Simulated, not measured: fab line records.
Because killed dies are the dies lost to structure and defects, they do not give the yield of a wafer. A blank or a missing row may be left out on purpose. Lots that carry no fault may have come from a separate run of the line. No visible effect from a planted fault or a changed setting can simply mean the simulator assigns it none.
One fault through the eyes of 3 desks	flow n5-finfet	only its own numbers are on each desk; what lay behind them is given at the end

== THE METROLOGY DESK ==
What the gauges read for every lot (on any tool): the sampled wafers with a number, averaged. Any lot whose mean is over 4 standard deviations away from the usual mean is out of limits and marked OUT; that distance is given in the brackets. 7 of its 10 readings are shown, namely those furthest out on some lot.
Columns: A = DIBL_N at N5_BEOL_M4_RC_MEAS_101, usual 36.9 mV/V; B = DIBL_P at N5_BEOL_M4_RC_MEAS_101, usual 37.1 mV/V; C = IOFF_N at N5_BEOL_M4_RC_MEAS_101, usual 0.17 nA/um; D = IOFF_P at N5_BEOL_M4_RC_MEAS_101, usual 0.23 nA/um; E = SS_N at N5_BEOL_M4_RC_MEAS_101, usual 71.8 mV/dec; F = VT_N at N5_BEOL_M4_RC_MEAS_101, usual 250 mV; G = VT_P at N5_BEOL_M4_RC_MEAS_101, usual -249.7 mV
lot	first seen here	A	B	C	D	E	F	G
L882	day 8 12:47	35.0	34.5	0.14	0.18	70.9	251	-251.9
L881	day 8 13:13	40.1	42.5	0.26	0.32	72.3	243	-245.5
L884	day 9 03:45	39.5	39.5	0.20	0.29	71.8	247	-245.2
L883	day 9 05:56	35.9	35.7	0.15	0.20	72.1	253	-250.8
L885	day 9 06:20	37.7	37.7	0.18	0.24	71.8	250	-248.4
L888	day 10 08:43	39.0	37.3	0.20	0.25	71.7	248	-249.7
L889	day 10 14:08	35.0	35.1	0.14	0.21	71.1	253	-251.1
L893	day 11 17:58	37.6	37.5	0.16	0.23	71.2	253	-249.0
L894	day 11 19:59	38.6	39.1	0.18	0.22	72.0	249	-252.3
L897	day 12 15:34	36.6	36.7	0.16	0.19	71.6	250	-251.5
This desk's finding: nothing out of limits on any of the 10 lots.

== AT THE TOOL OWNER'S DESK: cvd-co-02 ==
The tool's own readings at N5_BEOL_M3_CO_CAP_55 (material Co, precursor CCTBA/H2, target thk 2 nm, time 102.1 s): means of the sampled wafers that have a number, for each lot that ran on this tool. Any lot whose mean is over 4 standard deviations away from the usual mean is out of limits and marked OUT; that distance is given in the brackets.
Columns: A = heater-power-outer-w at N5_BEOL_M3_CO_CAP_55, usual 123 W; B = heater-power-w at N5_BEOL_M3_CO_CAP_55, usual 234 W
lot	first seen here	A	B
L881	day 7 22:09	122	230
L882	day 8 00:23	126	235
L888	day 9 22:41	119	226
L889	day 10 05:22	125	234
L893	day 11 01:02	120	227
L894	day 11 08:30	119	228
This desk's finding: nothing out of limits on any of the 6 lots.

== THE DEFECT DESK ==
Counts from the inspections along the route, per lot, as means over the sampled wafers that have a number. Any lot whose mean is over 4 standard deviations away from the usual mean is out of limits and marked OUT; that distance is given in the brackets.
Columns: A = raw-defect-count at N5_BEOL_M3_INSPECT_59, usual 70; B = raw-defect-count at N5_BEOL_M4_INSPECT_13, usual 420
lot	first seen here	A	B
L881	day 7 22:22	47	501
L882	day 8 00:36	51	322
L884	day 8 14:30	76	441
L883	day 8 14:38	59	308
L885	day 8 18:31	76	359
L888	day 9 22:53	59	333
L889	day 10 05:34	37	428
L893	day 11 01:13	893 (+36) OUT	1294 (+7.9) OUT
L894	day 11 08:44	978 (+39) OUT	1405 (+9.0) OUT
L897	day 12 01:22	71	429
This desk's verdict: out of limits on L893, L894, starting with L893 at day 11 01:13 (raw-defect-count at N5_BEOL_M3_INSPECT_59). L881, L882, L884, L883, L885, L888, L889, L897: within limits.

== PUT TOGETHER ==
The defect desk could have raised an alarm at day 11 01:13, on L893, L894.
The metrology desk saw nothing out of limits.
The tool owner's desk saw nothing out of limits.
The metrology desk holds a record of L893, L894, inside its limits.
The tool owner's desk has L893, L894 on record, within its limits.
On cvd-co-02, each named lot ran N5_BEOL_M3_CO_CAP_55.

== WHAT THE SIMULATOR HAD INSERTED ==
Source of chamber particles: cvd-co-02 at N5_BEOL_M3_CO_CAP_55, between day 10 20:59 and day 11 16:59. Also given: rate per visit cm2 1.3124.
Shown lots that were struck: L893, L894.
Hours from the fault's start to each desk's first reading out of limits: the defect desk, 4.
